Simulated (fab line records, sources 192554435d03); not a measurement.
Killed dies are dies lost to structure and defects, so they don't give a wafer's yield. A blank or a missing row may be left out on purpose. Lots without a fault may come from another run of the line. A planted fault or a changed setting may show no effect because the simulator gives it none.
Which tool did it? | flow n5_finfet | 11 lots, 33 wafers sampled, at 5 steps of a route of 1938

WHAT THE GAUGES READ, wafer by wafer
N5_BEOL_M4_RC_MEAS_101.
lot  | measured     | on        | DIBL_N (mV/V)  | DIBL_P (mV/V)  | IOFF_N (nA/um) | IOFF_P (nA/um) | ION_N (uA/um) | ION_P (uA/um) | SS_N (mV/dec)  | SS_P (mV/dec)  | VT_N (mV)   | VT_P (mV)
L481 | day 8 08:34  | prober-02 | 36.8 35.5 33.7 | 36.0 35.4 33.5 | 0.16 0.14 0.11 | 0.18 0.17 0.16 | 672 655 663   | 459 448 460   | 72.2 71.2 70.5 | 72.7 72.9 72.3 | 250 249 255 | -252 -255 -254
L495 | day 11 07:40 | prober-02 | 34.9 34.1 34.5 | 35.6 33.8 35.1 | 0.14 0.11 0.13 | 0.21 0.17 0.20 | 669 648 661   | 461 449 462   | 70.5 70.7 70.4 | 73.5 73.0 73.3 | 251 256 252 | -250 -253 -249
L496 | day 11 10:03 | prober-02 | 37.9 37.5 35.4 | 37.6 37.4 35.6 | 0.20 0.17 0.14 | 0.24 0.24 0.21 | 662 668 665   | 461 462 464   | 72.1 71.8 71.1 | 73.2 73.2 73.1 | 247 249 251 | -247 -250 -249
L494 | day 11 13:06 | prober-01 | 34.3 31.9 33.6 | 34.0 31.3 33.3 | 0.12 0.09 0.11 | 0.17 0.13 0.16 | 666 649 664   | 456 452 456   | 70.6 69.8 70.4 | 72.4 71.8 72.3 | 254 256 254 | -257 -259 -257
L499 | day 13 09:46 | prober-02 | 39.9 38.7 39.5 | 39.9 39.0 38.5 | 0.24 0.21 0.21 | 0.27 0.25 0.24 | 683 677 681   | 455 454 461   | 72.4 71.9 71.9 | 74.1 74.2 73.4 | 244 246 247 | -247 -249 -253
L504 | day 13 12:05 | prober-02 | 37.0 35.9 39.1 | 35.8 34.6 38.2 | 0.15 0.13 0.19 | 0.21 0.19 0.25 | 680 658 690   | 467 460 470   | 71.1 70.7 72.1 | 73.7 72.8 73.5 | 250 251 246 | -247 -250 -248
L502 | day 13 14:22 | prober-02 | 36.6 39.4 38.0 | 36.8 40.1 38.7 | 0.13 0.18 0.15 | 0.17 0.21 0.19 | 658 662 664   | 447 452 454   | 71.6 72.6 71.6 | 73.4 73.8 74.3 | 256 249 253 | -257 -251 -254
L503 | day 14 10:43 | prober-02 | 35.5 36.0 35.8 | 34.4 35.2 34.2 | 0.15 0.16 0.14 | 0.20 0.22 0.20 | 675 678 664   | 467 466 461   | 72.0 71.8 71.2 | 73.6 73.5 73.1 | 250 246 251 | -250 -249 -252

WHICH TOOL RAN EACH LOT (tool, then ch and the chambers of the sampled wafers, then the start)
lot  | N5_BEOL_M4_SPUTTER_88        | N5_BEOL_M4_ANNEAL_91         | N5_BEOL_M4_ECD_50              | N5_BEOL_M4_CMP_52
L481 | pvd_sputter-01, day 8 05:40  | pvd_sputter-01, day 8 05:58  | ecd_cu-01 ch 0,1, day 8 06:40  | cmp-04 ch 0,3, day 8 07:05
L489 | pvd_sputter-02, day 9 21:59  | pvd_sputter-02, day 9 22:17  | ecd_cu-02 ch 0,1, day 9 22:59  | cmp-01 ch 0,2, day 9 23:24
L490 | pvd_sputter-01, day 10 01:26 | pvd_sputter-01, day 10 01:44 | ecd_cu-02 ch 0,1, day 10 02:26 | cmp-04 ch 0,1,3, day 10 02:49
L491 | pvd_sputter-02, day 10 08:56 | pvd_sputter-02, day 10 09:14 | ecd_cu-01 ch 0, day 10 09:56   | cmp-01 ch 0,2, day 10 10:21
L495 | pvd_sputter-03, day 11 04:55 | pvd_sputter-03, day 11 05:13 | ecd_cu-01 ch 0,1, day 11 05:55 | cmp-04 ch 0,2,3, day 11 06:17
L496 | pvd_sputter-01, day 11 07:55 | pvd_sputter-01, day 11 08:13 | ecd_cu-02 ch 0,1, day 11 08:55 | cmp-03 ch 1,2,3, day 11 09:20
L494 | pvd_sputter-03, day 11 11:07 | pvd_sputter-03, day 11 11:25 | ecd_cu-02 ch 0,1, day 11 12:07 | cmp-01 ch 1,2, day 11 12:29
L499 | pvd_sputter-01, day 13 07:16 | pvd_sputter-01, day 13 07:34 | ecd_cu-02 ch 0,1, day 13 08:17 | cmp-01 ch 0,2,3, day 13 08:45
L504 | pvd_sputter-01, day 13 09:53 | pvd_sputter-01, day 13 10:11 | ecd_cu-02 ch 1, day 13 10:53   | cmp-03 ch 2,3, day 13 11:19
L502 | pvd_sputter-02, day 13 11:52 | pvd_sputter-02, day 13 12:10 | ecd_cu-02 ch 0,1, day 13 12:52 | cmp-04 ch 1,3, day 13 13:38
L503 | pvd_sputter-03, day 14 08:23 | pvd_sputter-03, day 14 08:41 | ecd_cu-02 ch 0,1, day 14 09:25 | cmp-04 ch 0,1, day 14 09:46
- N5_BEOL_M4_SPUTTER_88: material Cu, target thk 4.5 nm, time 8.29 s.
- N5_BEOL_M4_ANNEAL_91: time 240 s.
- N5_BEOL_M4_ECD_50: material Cu, target thk 300 nm.
- N5_BEOL_M4_CMP_52: polishes, stops on SiOC, t overpolish 6.8 s, target thk 40 nm.

WHAT THE TOOLS THEMSELVES READ (means of the sampled wafers that have a number; where no wafer has one, the mark that the record gives instead)
N5_BEOL_M4_SPUTTER_88.
lot  | tool           | throttle_valve_pct (%)
L481 | pvd_sputter-01 | 28.8
L489 | pvd_sputter-02 | 31.1
L490 | pvd_sputter-01 | 29.7
L491 | pvd_sputter-02 | 31.1
L495 | pvd_sputter-03 | 29.8
L496 | pvd_sputter-01 | 29.6
L494 | pvd_sputter-03 | 30.6
L499 | pvd_sputter-01 | 29.8
L504 | pvd_sputter-01 | 29.7
L502 | pvd_sputter-02 | 30.2
L503 | pvd_sputter-03 | 29.8

N5_BEOL_M4_ANNEAL_91.
lot  | tool           | heater_power_w (W) | susceptor_temp_C_max
L481 | pvd_sputter-01 | 971                | 401.1
L489 | pvd_sputter-02 | 860                | 401.6
L490 | pvd_sputter-01 | 937                | 401.2
L491 | pvd_sputter-02 | 884                | 400.9
L495 | pvd_sputter-03 | 816                | 400.6
L496 | pvd_sputter-01 | 922                | 400.9
L494 | pvd_sputter-03 | 876                | 400.6
L499 | pvd_sputter-01 | 887                | 401.0
L504 | pvd_sputter-01 | 891                | 400.7
L502 | pvd_sputter-02 | 813                | 401.1
L503 | pvd_sputter-03 | 809                | 400.8

N5_BEOL_M4_CMP_52.
lot  | tool   | clearing_platen_rpm (rpm) | motor_current_A (A) | time_to_endpoint_s (s)
L481 | cmp-04 | 49.99                     | 5.9                 | 62
L489 | cmp-01 | 50.00                     | 6.0                 | 2
L490 | cmp-04 | 50.00                     | 5.7                 | 0
L491 | cmp-01 | 50.02                     | 6.0                 | 2
L495 | cmp-04 | 49.98                     | 5.8                 | 64
L496 | cmp-03 | 50.00                     | 7.0                 | 67
L494 | cmp-01 | 49.99                     | 6.4                 | 63
L499 | cmp-01 | 50.00                     | 6.3                 | 61
L504 | cmp-03 | 50.00                     | 7.0                 | 61
L502 | cmp-04 | 49.97                     | 6.0                 | 64
L503 | cmp-04 | 50.00                     | 5.3                 | 60

THE ANSWER, worked out from the rows above alone
Rule: what is usual is taken from the lots themselves. Put in order of their means at a reading, lots are off if they are a third of the lots or fewer, leave a main group of 4 or more, and stand apart from it by a gap of 3 or more times the standard deviation of the main group's means; of several such gaps the widest counts. A main group whose means are all the same, to the digits that the tables above print for the reading, isn't used. A lot without any number at a reading at which 4 lots or more have one is off too. The other lots that the step has rows for count as sound. The gauges are gone through in route order, then the tools' own readings, and for those a lot's mean is taken as printed above. The first step at which some lot is off is used, and at that step the reading that is off furthest; a lot without a number counts as furthest.
Off: L489, L490, L491, at N5_BEOL_M4_CMP_52 (time_to_endpoint_s). The main group: mean 63 s, standard deviation 2.1.
A tool fits if, at that step or a process step before it, it ran every lot that is off, and no sound lot after the first of them. None of those tried fits.

WHAT THE SIMULATOR HAD PUT IN
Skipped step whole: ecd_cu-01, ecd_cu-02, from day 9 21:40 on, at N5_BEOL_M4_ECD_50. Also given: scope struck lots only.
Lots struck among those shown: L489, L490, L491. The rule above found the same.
